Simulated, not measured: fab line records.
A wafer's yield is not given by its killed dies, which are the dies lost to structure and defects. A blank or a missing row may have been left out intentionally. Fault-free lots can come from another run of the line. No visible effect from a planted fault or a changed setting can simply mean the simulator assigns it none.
The tool behind it: which one? ; flow nand_harc ; 36 wafers sampled from 12 lots at 1 step of a route of 1302

WHAT THE GAUGES READ, wafer by wafer
NHARC_A_BLC_CD_MEAS_19.
lot;measured;on;cd_nm (nm)
L075;day 23 09:50;cd_sem-02;99.0 98.3 97.4
L077;day 23 21:26;cd_sem-03;98.2 96.4 100.6
L076;day 24 03:35;cd_sem-02;99.9 97.2 101.0
L081;day 25 11:59;cd_sem-02;96.0 100.2 92.7
L085;day 27 09:14;cd_sem-03;96.7 99.1 96.9
L086;day 27 21:07;cd_sem-01;105.9 106.0 103.1
L087;day 28 06:46;cd_sem-02;101.3 102.2 101.6
L089;day 28 18:23;cd_sem-01;99.0 98.1 98.6
L091;day 29 20:14;cd_sem-03;95.8 102.3 103.2
L093;day 30 17:25;cd_sem-01;102.1 101.4 100.6
L095;day 31 04:22;cd_sem-01;100.5 101.8 99.8
L097;day 32 20:06;cd_sem-03;98.4 101.7 97.9

TOOL THAT RAN EACH LOT (tool first, then ch and the chambers of the sampled wafers, then the start)
Record: no process step prior to these readings.

THE ANSWER, worked out from the rows above alone
Rule: usual is defined by the lots themselves. The widest of any qualifying gaps counts: lots, ordered by their means at a reading, are off when they make up no more than a third of the lots, leave a main group of 4 or more, and stand apart from it by 3 or more times the standard deviation of that group's means. A main group whose means are all the same, to the digits that the tables above print for the reading, isn't used. A lot without any number at a reading at which 4 lots or more have one is off too. The other lots that the step has rows for count as sound.
Nothing can be told from this: no lot is off at any reading shown.

WHAT THE SIMULATOR HAD PUT IN
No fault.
